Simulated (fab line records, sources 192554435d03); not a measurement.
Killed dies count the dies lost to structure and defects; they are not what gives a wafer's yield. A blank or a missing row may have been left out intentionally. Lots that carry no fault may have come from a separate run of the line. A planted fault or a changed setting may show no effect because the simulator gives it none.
Chamber matching    flow n5_finfet    N5_MOL_CONTACT_COAG_STRIP_72 on rie_diel-05: 4 sister chambers
The step strips in N2/H2. 4 wafers are shown with their chamber, then 8 later ones without.

## WAFERS PAIRED WITH THEIR CHAMBERS
wafer   chamber  drypump_motor_current_A (A)
L089.1  0        5.2
L089.3  2        6.0
L089.6  1        5.9
L090.2  3        4.7

## WAFERS WHOSE CHAMBER IS MISSING
wafer   drypump_motor_current_A (A)
L090.4  5.9
L090.5  4.7
L091.1  6.0
L091.4  5.2
L091.6  5.9
L096.1  5.1
L096.4  4.7
L096.5  5.9

## WHICH CHAMBER EACH ONE RAN IN
wafer   from the rows above  in truth
L090.4  1                    1
L090.5  3                    3
L091.1  2                    2
L091.4  0                    0
L091.6  1                    1
L096.1  0                    0
L096.4  3                    3
L096.5  1                    1
Correct placement for 8 of the 8. Can't be placed from these rows: 0. Number placed wrongly: 0.
How it was worked out, from the rows above alone: a wafer's distance from a chamber is the root of the sum, over the readings, of the square of ((its reading less the chamber's mean) divided by the reading's scatter). If the next closest chamber is less than 2 further off than the closest, the wafer can't be placed; otherwise it belongs to the closest. The mean given for a chamber averages the wafers shown for that chamber. The scatter: root of mean squared gap, hidden wafer to nearest shown wafer, with one shown wafer a chamber.
